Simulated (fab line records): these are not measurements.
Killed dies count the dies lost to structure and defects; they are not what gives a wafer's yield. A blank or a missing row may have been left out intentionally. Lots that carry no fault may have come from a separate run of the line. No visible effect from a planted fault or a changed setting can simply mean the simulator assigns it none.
Split-lot study -- flow n5Finfet -- on a route of 1938 steps: 7 lots, 39 wafers read

THE SPLIT
At N5_MOL_CONTACT_COAG_ALD_133 (deposits SiO2, target thk 5 nm, pulse time 1 s, co reactant pulse time 1 s), the setting aldCycles was moved away from the recipe's 35 on 12 of the 39 wafers read, by -48.6% to +57.1%. The other wafers ran this setting at the recipe's value.

The reading comes from the split's own step.

THE READING
SiO2_of_MOL_CONTACT_COAG_ALD_133.thkNm (the simulator's own value, which no gauge read), in nm, at N5_MOL_CONTACT_COAG_ALD_133 (deposits SiO2, target thk 5 nm, pulse time 1 s, co reactant pulse time 1 s). There is no usual value for it anywhere in the file.

wafer,"tool, chamber at the split",aldCycles as run,against the recipe,"SiO2_of_MOL_CONTACT_COAG_ALD_133.thkNm, nm",against lot-mates on the recipe
L078.1,"aldSin-04, 3,2,0,1,3,2",35,recipe,5,-
L078.2,"aldSin-04, 3,2,0,1,3,2",35,recipe,5,-
L078.3,"aldSin-04, 3,2,0,1,3,2",35,recipe,5,-
L078.4,"aldSin-04, 3,2,0,1,3,2",35,recipe,5,-
L078.5,"aldSin-04, 3,2,0,1,3,2",35,recipe,5,-
L078.6,"aldSin-04, 3,2,0,1,3,2",35,recipe,5,-
L079.1,"aldSin-04, 1,3,2,0,2,3",35,recipe,5,-
L079.2,"aldSin-04, 1,3,2,0,2,3",35,recipe,5,-
L079.3,"aldSin-04, 1,3,2,0,2,3",35,recipe,5,-
L079.4,"aldSin-04, 1,3,2,0,2,3",35,recipe,5,-
L079.5,"aldSin-04, 1,3,2,0,2,3",35,recipe,5,-
L079.6,"aldSin-04, 1,3,2,0,2,3",35,recipe,5,-
L084.1,"aldSin-01, 3,0,1",35,recipe,5,-
L084.3,"aldSin-01, 3,0,1",35,recipe,5,-
L084.4,"aldSin-01, 3,0,1",35,recipe,5,-
L084.2,"aldSin-01, 2,2,3",55,+57.1%,7.8,+2.8
L084.5,"aldSin-01, 2,2,3",55,+57.1%,7.8,+2.8
L084.6,"aldSin-01, 2,2,3",55,+57.1%,7.8,+2.8
L088.1,"aldSin-01, 0,3,3",35,recipe,5,-
L088.4,"aldSin-01, 0,3,3",35,recipe,5,-
L088.6,"aldSin-01, 0,3,3",35,recipe,5,-
L088.2,"aldSin-01, 2,1,0",52,+48.6%,7.4,+2.4
L088.3,"aldSin-01, 2,1,0",52,+48.6%,7.4,+2.4
L088.5,"aldSin-01, 2,1,0",52,+48.6%,7.4,+2.4
L091.1,"aldSin-04, 3,1,0",35,recipe,5,-
L091.2,"aldSin-04, 3,1,0",35,recipe,5,-
L091.5,"aldSin-04, 3,1,0",35,recipe,5,-
L091.3,"aldSin-04, 2,0,3",42,+20.0%,6,+1.0
L091.4,"aldSin-04, 2,0,3",42,+20.0%,6,+1.0
L091.6,"aldSin-04, 2,0,3",42,+20.0%,6,+1.0
L095.1,"aldSin-03, 1,0,0",18,-48.6%,2.6,-2.4
L095.4,"aldSin-03, 1,0,0",18,-48.6%,2.6,-2.4
L095.6,"aldSin-03, 1,0,0",18,-48.6%,2.6,-2.4
L095.2,"aldSin-03, 2,3,3",35,recipe,5,-
L095.3,"aldSin-03, 2,3,3",35,recipe,5,-
L095.5,"aldSin-03, 2,3,3",35,recipe,5,-
L097.2,"aldSin-01, 3,2,0",35,recipe,5,-
L097.3,"aldSin-01, 3,2,0",35,recipe,5,-
L097.4,"aldSin-01, 3,2,0",35,recipe,5,-
Rows listing several chambers each stand for several wafers; the file does not say which wafer went through which chamber.

FIT RESULTS
A straight line over all 39 wafers: SiO2_of_MOL_CONTACT_COAG_ALD_133.thkNm changes by +0.0493 nm for each +1% of aldCycles; r = +1.00; the points scatter about the line by 0.0066 nm.
The same after taking each lot's own level away (the mean of its wafers on the recipe; 39 wafers): +0.0493 nm for each +1%; r = +1.00; scatter 0.0066 nm.
That fit puts the effect of the largest move of aldCycles on the reading at 2.8 nm.
The lots' own levels span 5.00 to 5.00 nm.
The two slopes are in agreement: the lot-to-lot level therefore moves the slope only a little.
Check: +2.82 nm against its lot-mates is what the line predicts for one of the wafers moved furthest among these (+57.1%) when that wafer is left out of the fit. It came out at +2.8 nm against them.

FURTHER SPLITS ON THESE WAFERS
Before the reading, these wafers also passed through other splits. Each is held against what the fit with the lots' levels taken away leaves over:
other split on the same wafers,wafers away from the commonest value,r with SiO2_of_MOL_CONTACT_COAG_ALD_133.thkNm (lot level and that fit taken away)
N5_FIN_SAQP_HM_DEP_03 targetThkA,9,-0.14
N5_FIN_SAQP_SPACER1_ALD_24 aldCycles,18,-0.28
N5_SD_EPI_N_ETCH_45 targetDepthA,15,+0.29
N5_HKMG_FIN_ETCH_35 targetDepthA,15,+0.16

FILE'S OWN FIT
SiO2_of_MOL_CONTACT_COAG_ALD_133.thkNm changes by +0.0493 nm for each +1% of aldCycles, r = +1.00.
